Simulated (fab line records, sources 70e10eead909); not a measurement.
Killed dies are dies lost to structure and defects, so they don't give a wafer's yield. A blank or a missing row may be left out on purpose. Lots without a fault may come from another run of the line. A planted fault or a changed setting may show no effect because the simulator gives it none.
Which tool did it? | flow nand_harc | 12 lots, 36 wafers sampled, at 5 steps of a route of 1159

WHAT THE GAUGES READ, wafer by wafer
NHARC_END_SORT_01. Usual: killed_at_array 28, standard deviation 8.6; killed_at_other 0.7, standard deviation 1.2; killed_at_periphery 3.1, standard deviation 2.3; killed_dies 32, standard deviation 8.7; killed_open 3.2, standard deviation 1.7; killed_short 2.0, standard deviation 1.5.
lot  | measured     | on        | killed_at_array | killed_at_other | killed_at_periphery | killed_dies | killed_open | killed_short | flag
L445 | day 23 02:02 | prober-02 | 30 42 34        | 0 0 0           | 1 1 1               | 31 43 35    | 5 6 5       | 2 2 6        |

WHICH TOOL RAN EACH LOT (tool, then ch and the chambers of the sampled wafers, then the start)
lot  | NHARC_A_CHANNEL_HOLE_D1_DESCUM_15  | NHARC_A_CHANNEL_HOLE_D1_ETCH_20  | NHARC_A_CHANNEL_FILL_D1_ALD_02   | NHARC_A_CHANNEL_FILL_D1_ALD_15
L435 | rie_diel-05 ch 2,3, day 8 17:28    | har_etch-02 ch 0,1, day 8 18:49  | ald_hk-02 ch 1,2, day 9 00:41    | ald_sin_batch-02 ch 0, day 9 10:52
L433 | rie_diel-10 ch 1,3, day 8 17:37    | har_etch-01 ch 0,1, day 8 18:55  | ald_hk-02 ch 0,1, day 9 01:07    | ald_sin_batch-02 ch 0, day 9 10:52
L434 | rie_diel-07 ch 0,3, day 8 17:54    | har_etch-02 ch 0,1, day 8 22:55  | ald_hk-03 ch 0,2,3, day 9 04:42  | ald_sin_batch-01 ch 0, day 9 15:19
L441 | rie_diel-10 ch 0,1,3, day 9 20:49  | har_etch-02 ch 1, day 9 22:07    | ald_hk-03 ch 1,2, day 10 03:58   | ald_sin_batch-02 ch 0, day 10 14:03
L440 | rie_diel-07 ch 0,1,3, day 9 21:05  | har_etch-01 ch 0,1, day 9 23:10  | ald_hk-01 ch 1,2,3, day 10 05:08 | ald_sin_batch-02 ch 0, day 10 14:03
L439 | rie_diel-07 ch 1,2, day 9 21:36    | har_etch-02 ch 0,1, day 10 02:16 | ald_hk-03 ch 0,2,3, day 10 08:13 | ald_sin_batch-03 ch 0, day 10 19:35
L443 | rie_diel-07 ch 0,2, day 10 10:51   | har_etch-01 ch 0,1, day 10 12:08 | ald_hk-02 ch 0,1,3, day 10 20:55 | ald_sin_batch-02 ch 0, day 11 06:57
L442 | rie_diel-07 ch 0,1,2, day 10 12:09 | har_etch-02 ch 0,1, day 10 13:46 | ald_hk-03 ch 0,1,3, day 10 21:21 | ald_sin_batch-02 ch 0, day 11 06:57
L445 | rie_diel-07 ch 2,3, day 11 17:26   | har_etch-02 ch 0,1, day 11 20:55 | ald_hk-03 ch 0,1, day 12 02:46   | ald_sin_batch-01 ch 0, day 12 13:59
L447 | rie_diel-05 ch 0,3, day 11 17:46   | har_etch-01 ch 0,1, day 11 22:50 | ald_hk-01 ch 2,3, day 12 04:32   | ald_sin_batch-01 ch 0, day 12 13:59
L449 | rie_diel-07 ch 1,2,3, day 12 14:08 | har_etch-01 ch 0,1, day 12 19:02 | ald_hk-01 ch 2,3, day 13 00:55   | ald_sin_batch-02 ch 0, day 13 10:59
L450 | rie_diel-10 ch 1,2, day 12 15:28   | har_etch-02 ch 0,1, day 12 19:06 | ald_hk-01 ch 1,2,3, day 13 01:17 | ald_sin_batch-02 ch 0, day 13 10:59
- NHARC_A_CHANNEL_HOLE_D1_DESCUM_15: chemistry O2, time 3 s.
- NHARC_A_CHANNEL_HOLE_D1_ETCH_20: etches the open film in C4F8/O2/Ar, time 361.9 s, target depth 1600 nm.
- NHARC_A_CHANNEL_FILL_D1_ALD_02: deposits SiO2, target thk 6 nm, pulse time 10 s, ald cycles 60.
- NHARC_A_CHANNEL_FILL_D1_ALD_15: deposits SiNx, target thk 2 nm, pulse time 60 s, ald cycles 19.

WHAT THE TOOLS THEMSELVES READ (means of the sampled wafers that have a number; where no wafer has one, the mark that the record gives instead)
NHARC_A_CHANNEL_HOLE_D1_DESCUM_15. Usual: drypump_motor_current_A 5.5 A, standard deviation 0.43; o2_flow_sccm 200.0 sccm, standard deviation 0.61; oes_product_au 0.999 a.u., standard deviation 0.0099; rf_vpp_V 57.7 V, standard deviation 0.93; showerhead_plenum_p_Torr 1.91 Torr, standard deviation 0.081; throttle_valve_pct 11.311 %, standard deviation 0.0096.
lot  | tool        | drypump_motor_current_A (A) | o2_flow_sccm (sccm) | oes_product_au (a.u.) | rf_vpp_V (V) | showerhead_plenum_p_Torr (Torr) | throttle_valve_pct (%) | flag
L435 | rie_diel-05 | 5.1                         | 199.4               | 0.999                 | 57.7         | 2.03                            | 11.313                 |
L433 | rie_diel-10 | 6.0                         | 200.6               | 0.991                 | 57.7         | 1.88                            | 11.311                 |
L434 | rie_diel-07 | 5.9                         | 200.1               | 0.998                 | 58.0         | 1.86                            | 11.304                 |
L441 | rie_diel-10 | 6.1                         | 199.9               | 0.997                 | 58.3         | 1.91                            | 11.305                 |
L440 | rie_diel-07 | 5.6                         | 199.4               | 1.002                 | 57.1         | 1.85                            | 11.308                 |
L439 | rie_diel-07 | 5.4                         | 199.9               | 1.007                 | 57.7         | 1.89                            | 11.306                 |
L443 | rie_diel-07 | 5.2                         | 200.2               | 0.996                 | 58.2         | 1.92                            | 11.305                 |
L442 | rie_diel-07 | 5.3                         | 200.3               | 1.012                 | 58.2         | 1.88                            | 11.311                 |
L445 | rie_diel-07 | 5.7                         | 200.5               | 1.005                 | 57.9         | 1.90                            | 11.312                 |
L447 | rie_diel-05 | 5.3                         | 199.8               | 0.997                 | 57.6         | 2.00                            | 11.308                 |
L449 | rie_diel-07 | 5.7                         | 200.4               | 0.999                 | 57.9         | 1.85                            | 11.314                 |
L450 | rie_diel-10 | 5.5                         | 199.8               | 0.986                 | 57.1         | 1.90                            | 11.306                 |

NHARC_A_CHANNEL_HOLE_D1_ETCH_20. Usual: drypump_motor_current_A 5.8 A, standard deviation 0.39; o2_flow_sccm 35.71 sccm, standard deviation 0.11; showerhead_plenum_p_Torr 3.70 Torr, standard deviation 0.11; throttle_valve_pct 32.155 %, standard deviation 0.011.
lot  | tool        | drypump_motor_current_A (A) | o2_flow_sccm (sccm) | showerhead_plenum_p_Torr (Torr) | throttle_valve_pct (%) | flag
L435 | har_etch-02 | 6.1                         | 35.71               | 3.75                            | 32.155                 |
L433 | har_etch-01 | 5.3                         | 35.71               | 3.68                            | 32.152                 |
L434 | har_etch-02 | 6.1                         | 35.75               | 3.67                            | 32.160                 |
L441 | har_etch-02 | 6.2                         | 35.67               | 3.59                            | 32.160                 |
L440 | har_etch-01 | 5.3                         | 35.78               | 3.74                            | 32.162                 |
L439 | har_etch-02 | 6.1                         | 35.70               | 3.66                            | 32.156                 |
L443 | har_etch-01 | 5.4                         | 35.76               | 3.74                            | 32.160                 |
L442 | har_etch-02 | 6.1                         | 35.65               | 3.66                            | 32.160                 |
L445 | har_etch-02 | 6.1                         | 35.76               | 3.73                            | 32.157                 |
L447 | har_etch-01 | 5.3                         | 35.81               | 3.67                            | 32.158                 |
L449 | har_etch-01 | 5.3                         | 35.64               | 3.73                            | 32.159                 |
L450 | har_etch-02 | 6.0                         | 35.82               | 3.72                            | 32.155                 |

NHARC_A_CHANNEL_FILL_D1_ALD_02. Usual: heater_power_w 463 W, standard deviation 45; precursor_pulse_height_rel 1.000, standard deviation 0.02.
lot  | tool      | heater_power_w (W) | precursor_pulse_height_rel | flag
L435 | ald_hk-02 | 476                | 1.006                      |
L433 | ald_hk-02 | 483                | 1.008                      |
L434 | ald_hk-03 | 452                | 0.994                      |
L441 | ald_hk-03 | 434                | 0.991                      |
L440 | ald_hk-01 | 497                | 1.000                      |
L439 | ald_hk-03 | 447                | 0.990                      |
L443 | ald_hk-02 | 472                | 1.004                      |
L442 | ald_hk-03 | 467                | 0.986                      |
L445 | ald_hk-03 | 456                | 0.986                      |
L447 | ald_hk-01 | 450                | 1.005                      |
L449 | ald_hk-01 | 448                | 0.998                      |
L450 | ald_hk-01 | 485                | 0.984                      |

NHARC_A_CHANNEL_FILL_D1_ALD_15. Usual: chamber_pressure_Torr 1.999 Torr, standard deviation 0.0047; precursor_pulse_height_rel 1.002, standard deviation 0.021.
lot  | tool             | chamber_pressure_Torr (Torr) | precursor_pulse_height_rel | flag
L435 | ald_sin_batch-02 | 2.000                        | 0.993                      |
L433 | ald_sin_batch-02 | 2.003                        | 1.013                      |
L434 | ald_sin_batch-01 | 1.999                        | 1.013                      |
L441 | ald_sin_batch-02 | 1.998                        | 0.989                      |
L440 | ald_sin_batch-02 | 1.997                        | 0.986                      |
L439 | ald_sin_batch-03 | 1.995                        | 1.001                      |
L443 | ald_sin_batch-02 | 1.998                        | 0.994                      |
L442 | ald_sin_batch-02 | 1.996                        | 0.986                      |
L445 | ald_sin_batch-01 | 2.004                        | 0.994                      |
L447 | ald_sin_batch-01 | 1.996                        | 0.983                      |
L449 | ald_sin_batch-02 | 2.003                        | 1.011                      |
L450 | ald_sin_batch-02 | 1.997                        | 1.033                      |

THE ANSWER, worked out from the rows above alone
Rule: a lot is off if the mean of its wafers that have a number lies more than 3 standard deviations from the usual mean. A lot without any number at a reading at which 4 lots or more have one is off too. The other lots that the step has rows for count as sound. The gauges are gone through in route order, then the tools' own readings, and for those a lot's mean is taken as printed above. The first step at which some lot is off is used, and at that step the reading that is off furthest; a lot without a number counts as furthest.
No lot is off at any reading shown: from this, nothing can be told.

WHAT THE SIMULATOR HAD PUT IN
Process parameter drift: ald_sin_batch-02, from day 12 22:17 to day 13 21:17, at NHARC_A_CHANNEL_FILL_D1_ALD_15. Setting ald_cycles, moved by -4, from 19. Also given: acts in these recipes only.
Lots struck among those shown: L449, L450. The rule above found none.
